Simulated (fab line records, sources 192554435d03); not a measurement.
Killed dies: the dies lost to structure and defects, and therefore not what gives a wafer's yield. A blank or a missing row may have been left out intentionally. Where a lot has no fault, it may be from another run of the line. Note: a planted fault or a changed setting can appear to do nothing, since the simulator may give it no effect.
Matching of chambers ; flow n5 finfet ; 4 sister chambers for N5_BEOL_M0_SAQP_SPACER2_ALD_26 on ald sin-03
The step deposits SiO2, target thk 15 nm, pulse time 1 s, purge time 2 s. 14 wafers are shown with their chamber, then 7 later ones without.

## WAFERS WITH THEIR CHAMBER
wafer;chamber;heater power w (W);precursor pulse height rel
L074.1;2;411;0.990
L074.4;3;409;1.011
L074.6;0;556;0.988
L077.1;2;412;1.014
L077.2;1;439;1.041
L077.4;3;414;0.984
L083.2;1;448;0.993
L083.5;1;437;1.056
L083.6;0;591;1.000
L090.2;0;586;1.010
L090.3;2;410;1.000
L090.4;3;399;1.015
L092.2;2;406;1.002
L092.3;0;589;0.991

SIGNATURES (averages over the wafers above)
reading;chamber 0;chamber 1;chamber 2;chamber 3;scatter within a chamber
heater power w;580.50;441.33;409.75;407.33;10.1
precursor pulse height rel;0.99725;1.03000;1.00150;1.00333;0.0182
Rule: a wafer lies at a distance from a chamber equal to the root of the sum of squares, over the readings, of (its reading less the chamber's mean, divided by the reading's scatter). If the next closest chamber is less than 2 further off than the closest, the wafer can't be placed; otherwise it belongs to the closest. How the scatter is found: for the shown wafers, subtract from each reading the mean of its chamber, square and add these, divide the total by (wafers less chambers), then take the root.

## WAFERS WHOSE CHAMBER IS MISSING
wafer;heater power w (W);precursor pulse height rel
L092.4;467;0.997
L094.1;391;0.961
L094.3;455;0.996
L094.5;381;0.986
L097.4;603;1.006
L097.5;601;1.004
L097.6;396;0.989

## THE CHAMBER EACH PASSED THROUGH
wafer;from the rows above;in truth
L092.4;1;1
L094.1;can't be placed: 3 or 2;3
L094.3;1;1
L094.5;can't be placed: 3 or 2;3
L097.4;0;0
L097.5;0;0
L097.6;can't be placed: 3 or 2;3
4 of 7 placed correctly. Cannot be placed on the basis of these rows: 3; the candidates contain the true chamber in 3. Placed wrongly: 0.
